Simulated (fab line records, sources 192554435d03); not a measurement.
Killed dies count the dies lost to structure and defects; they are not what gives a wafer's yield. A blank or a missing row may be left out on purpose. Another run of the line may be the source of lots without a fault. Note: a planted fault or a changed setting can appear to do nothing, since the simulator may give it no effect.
Matching of chambers / flow n5_finfet / N5_FIN_SAQP_SPACER2_ALD_28 on ald_sin-01: 4 sister chambers
The step deposits SiO2, target thk 8.1 nm, pulse time 1 s, purge time 2 s. 30 wafers are shown with their chamber, then 12 later ones without.

WAFERS PAIRED WITH THEIR CHAMBERS
wafer=L074.3; chamber=1; heater_power_w (W)=405; precursor_pulse_height_rel=0.990
wafer=L074.4; chamber=3; heater_power_w (W)=498; precursor_pulse_height_rel=1.012
wafer=L074.5; chamber=1; heater_power_w (W)=413; precursor_pulse_height_rel=0.982
wafer=L075.1; chamber=3; heater_power_w (W)=500; precursor_pulse_height_rel=0.996
wafer=L075.4; chamber=2; heater_power_w (W)=607; precursor_pulse_height_rel=0.990
wafer=L075.5; chamber=1; heater_power_w (W)=410; precursor_pulse_height_rel=0.987
wafer=L076.2; chamber=3; heater_power_w (W)=486; precursor_pulse_height_rel=1.000
wafer=L076.5; chamber=0; heater_power_w (W)=517; precursor_pulse_height_rel=1.055
wafer=L076.6; chamber=3; heater_power_w (W)=489; precursor_pulse_height_rel=1.018
wafer=L077.2; chamber=0; heater_power_w (W)=519; precursor_pulse_height_rel=1.022
wafer=L077.3; chamber=2; heater_power_w (W)=604; precursor_pulse_height_rel=1.017
wafer=L077.6; chamber=2; heater_power_w (W)=606; precursor_pulse_height_rel=1.021
wafer=L079.2; chamber=2; heater_power_w (W)=615; precursor_pulse_height_rel=1.038
wafer=L079.3; chamber=1; heater_power_w (W)=403; precursor_pulse_height_rel=1.011
wafer=L079.4; chamber=0; heater_power_w (W)=502; precursor_pulse_height_rel=1.007
wafer=L080.2; chamber=2; heater_power_w (W)=593; precursor_pulse_height_rel=1.036
wafer=L080.4; chamber=0; heater_power_w (W)=520; precursor_pulse_height_rel=1.008
wafer=L080.5; chamber=2; heater_power_w (W)=618; precursor_pulse_height_rel=1.018
wafer=L081.1; chamber=3; heater_power_w (W)=498; precursor_pulse_height_rel=0.981
wafer=L081.2; chamber=2; heater_power_w (W)=610; precursor_pulse_height_rel=0.978
wafer=L081.6; chamber=0; heater_power_w (W)=527; precursor_pulse_height_rel=1.013
wafer=L082.1; chamber=3; heater_power_w (W)=508; precursor_pulse_height_rel=1.025
wafer=L082.3; chamber=2; heater_power_w (W)=604; precursor_pulse_height_rel=1.034
wafer=L082.6; chamber=0; heater_power_w (W)=526; precursor_pulse_height_rel=0.977
wafer=L085.2; chamber=3; heater_power_w (W)=509; precursor_pulse_height_rel=0.970
wafer=L085.3; chamber=2; heater_power_w (W)=616; precursor_pulse_height_rel=0.987
wafer=L085.6; chamber=3; heater_power_w (W)=500; precursor_pulse_height_rel=1.008
wafer=L089.1; chamber=1; heater_power_w (W)=409; precursor_pulse_height_rel=1.035
wafer=L089.2; chamber=2; heater_power_w (W)=600; precursor_pulse_height_rel=0.996
wafer=L089.5; chamber=1; heater_power_w (W)=398; precursor_pulse_height_rel=1.013

SIGNATURES (averages over the wafers above)
reading=heater_power_w; chamber 0=518.50; chamber 1=406.33; chamber 2=607.30; chamber 3=498.50; scatter within a chamber=7.7
reading=precursor_pulse_height_rel; chamber 0=1.01367; chamber 1=1.00300; chamber 2=1.01150; chamber 3=1.00125; scatter within a chamber=0.0215
Rule: for each reading, subtract the chamber's mean from the wafer's reading, divide by that reading's scatter and square the result; add these up over the readings and take the root, which gives the wafer's distance from the chamber. The wafer belongs to the nearest chamber; if the next one is less than 2 further off, it can't be placed. The scatter: take each reading less its chamber's mean, square it, sum over the shown wafers, divide by the number of wafers less the number of chambers, and take the root.

WAFERS WITH NO CHAMBER GIVEN
wafer=L090.2; heater_power_w (W)=522; precursor_pulse_height_rel=0.983
wafer=L090.3; heater_power_w (W)=404; precursor_pulse_height_rel=0.995
wafer=L090.6; heater_power_w (W)=609; precursor_pulse_height_rel=1.008
wafer=L091.3; heater_power_w (W)=584; precursor_pulse_height_rel=0.975
wafer=L091.4; heater_power_w (W)=522; precursor_pulse_height_rel=0.967
wafer=L091.6; heater_power_w (W)=505; precursor_pulse_height_rel=1.001
wafer=L093.1; heater_power_w (W)=492; precursor_pulse_height_rel=0.966
wafer=L093.3; heater_power_w (W)=405; precursor_pulse_height_rel=0.968
wafer=L093.6; heater_power_w (W)=600; precursor_pulse_height_rel=1.011
wafer=L094.1; heater_power_w (W)=514; precursor_pulse_height_rel=1.016
wafer=L094.3; heater_power_w (W)=416; precursor_pulse_height_rel=0.994
wafer=L094.4; heater_power_w (W)=611; precursor_pulse_height_rel=0.960

CHAMBER TAKEN BY EACH
wafer=L090.2; from the rows above=can't be placed: 0 or 3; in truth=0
wafer=L090.3; from the rows above=1; in truth=1
wafer=L090.6; from the rows above=2; in truth=2
wafer=L091.3; from the rows above=2; in truth=2
wafer=L091.4; from the rows above=can't be placed: 0 or 3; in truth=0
wafer=L091.6; from the rows above=can't be placed: 3 or 0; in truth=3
wafer=L093.1; from the rows above=3; in truth=3
wafer=L093.3; from the rows above=1; in truth=1
wafer=L093.6; from the rows above=2; in truth=2
wafer=L094.1; from the rows above=can't be placed: 0 or 3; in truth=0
wafer=L094.3; from the rows above=1; in truth=1
wafer=L094.4; from the rows above=2; in truth=2
Placed correctly: 8 of 12. Can't be placed from these rows: 4 (the true chamber is among the candidates in 4). Placed wrongly: 0.
